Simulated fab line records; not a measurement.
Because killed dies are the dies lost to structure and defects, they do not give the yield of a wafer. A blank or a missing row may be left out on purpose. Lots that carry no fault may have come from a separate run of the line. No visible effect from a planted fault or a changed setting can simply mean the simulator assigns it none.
Which tool was responsible? | flow n5_finfet | 13 lots with 37 wafers sampled at 2 steps, on a route of 1938 steps

WHAT THE GAUGES SHOWED, per wafer
N5_MIM_TOP_LITHO_OVL_MEAS_11. Usual: MIM_TOP_OVL gives -4 nm (standard deviation 5.7).
lot  | measured     | on         | MIM_TOP_OVL (nm) | flag
L540 | day 13 06:11 | overlay-02 | 7 5 4            |
L541 | day 13 13:45 | overlay-02 | -2 -12 -11       |
L542 | day 13 17:52 | overlay-01 | -1 2 -1          |
L544 | day 14 09:05 | overlay-02 | -11 -2 -6        |
L543 | day 13 22:02 | overlay-02 | -6 -2            |
L545 | day 14 13:57 | overlay-01 | -3 -3 -7         |
L546 | day 14 12:16 | overlay-01 | -7 6             |
L547 | day 14 19:26 | overlay-02 | -7 -10 1         |
L549 | day 15 04:08 | overlay-01 | 1 6 -1           |
L550 | day 15 07:29 | overlay-01 | -6 -2 -2         |
L552 | day 16 13:28 | overlay-02 | -8 -7 -3         |
L555 | day 16 20:31 | overlay-01 | 0 -2 -7          |
L558 | day 17 08:28 | overlay-02 | -1 -12 -9        |

WHAT TOOL EACH LOT RAN ON (gives the tool, then ch and the chambers of the sampled wafers, and finally the start)
lot  | N5_BEOL_M0_CVD_115
L540 | cvd_co-02 ch 0,1,2, day 5 23:58
L541 | cvd_co-01 ch 0, day 6 04:01
L542 | cvd_co-01 ch 0,2, day 6 12:04
L544 | cvd_co-01 ch 0,1,2, day 6 22:28
L543 | cvd_co-02 ch 2, day 7 02:34
L545 | cvd_co-01 ch 0,1,2, day 7 06:05
L546 | cvd_co-02 ch 1,2, day 7 12:25
L547 | cvd_co-01 ch 0,1, day 7 15:41
L549 | cvd_co-01 ch 0,1,2, day 8 03:17
L550 | cvd_co-01 ch 0,1,2, day 8 12:22
L552 | cvd_co-02 ch 0,1,2, day 9 06:53
L555 | cvd_co-02 ch 0,1,2, day 9 20:02
L558 | cvd_co-02 ch 1,2, day 10 06:39
- N5_BEOL_M0_CVD_115: deposits Co from CCTBA/H2, time 120 s.

WHAT THE TOOLS THEMSELVES READ (means of the sampled wafers that have a number; where no wafer has one, the mark that the record gives instead)
The record holds no such reading with a usual standard deviation.

THE ANSWER, worked out from the rows above alone
Rule: a lot is off if the mean of its wafers that have a number lies more than 3 standard deviations from the usual mean. A lot without any number at a reading at which 4 lots or more have one is off too. All remaining lots with rows at the step are treated as sound. The gauges are gone through in route order, then the tools' own readings, and for those a lot's mean is taken as printed above. At the first step where some lot is off, the reading lying furthest off is the one used; lots without a number count as furthest.
No lot is off on any of the readings shown, so nothing can be concluded from this.

WHAT WAS PUT IN BY THE SIMULATOR
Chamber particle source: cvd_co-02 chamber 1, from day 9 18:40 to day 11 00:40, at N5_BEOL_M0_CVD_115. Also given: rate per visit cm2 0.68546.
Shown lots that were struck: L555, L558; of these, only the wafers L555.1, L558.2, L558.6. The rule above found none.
